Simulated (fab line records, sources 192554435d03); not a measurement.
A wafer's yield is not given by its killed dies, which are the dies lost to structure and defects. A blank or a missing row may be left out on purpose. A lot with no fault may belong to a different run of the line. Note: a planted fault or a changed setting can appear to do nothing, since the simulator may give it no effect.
What tool caused it? | flow n5_finfet | 12 lots (36 wafers sampled), 1 step of a 1938-step route

WHAT THE GAUGES SHOWED, per wafer
N5_BEOL_M11_INSPECT_30: inspects for defects (brightfield).
lot  | measured     | on                | raw_defect_count
L074 | day 12 02:16 | defect_inspect-01 | 366 356 321
L075 | day 12 06:04 | defect_inspect-02 | 418 369 410
L080 | day 13 07:02 | defect_inspect-01 | 417 360 422
L081 | day 13 07:07 | defect_inspect-01 | 317 323 432
L083 | day 14 11:20 | defect_inspect-01 | 469 449 548
L087 | day 14 23:13 | defect_inspect-01 | 353 407 353
L086 | day 15 01:21 | defect_inspect-02 | 337 368 282
L089 | day 16 09:22 | defect_inspect-01 | 457 296 410
L088 | day 16 09:35 | defect_inspect-01 | 348 298 309
L094 | day 16 23:00 | defect_inspect-02 | 487 494 631
L095 | day 17 09:02 | defect_inspect-01 | 460 545 460
L096 | day 17 21:25 | defect_inspect-01 | 334 282 289

WHICH TOOL RAN EACH LOT (tool, then ch and the chambers of the sampled wafers, then the start)
Record: no process step prior to these readings.

THE ANSWER, worked out from the rows above alone
Rule: the usual values come from the lots themselves. The widest of any qualifying gaps counts: lots, ordered by their means at a reading, are off when they make up no more than a third of the lots, leave a main group of 4 or more, and stand apart from it by 3 or more times the standard deviation of that group's means. Not used: any main group whose means are identical at the precision the tables above print for the reading. Also off: a lot with no number at a reading for which 4 or more lots have one. Where the step has rows for the other lots, those lots are counted as sound.
No lot is off on any of the readings shown, so nothing can be concluded from this.

WHAT WAS PUT IN BY THE SIMULATOR
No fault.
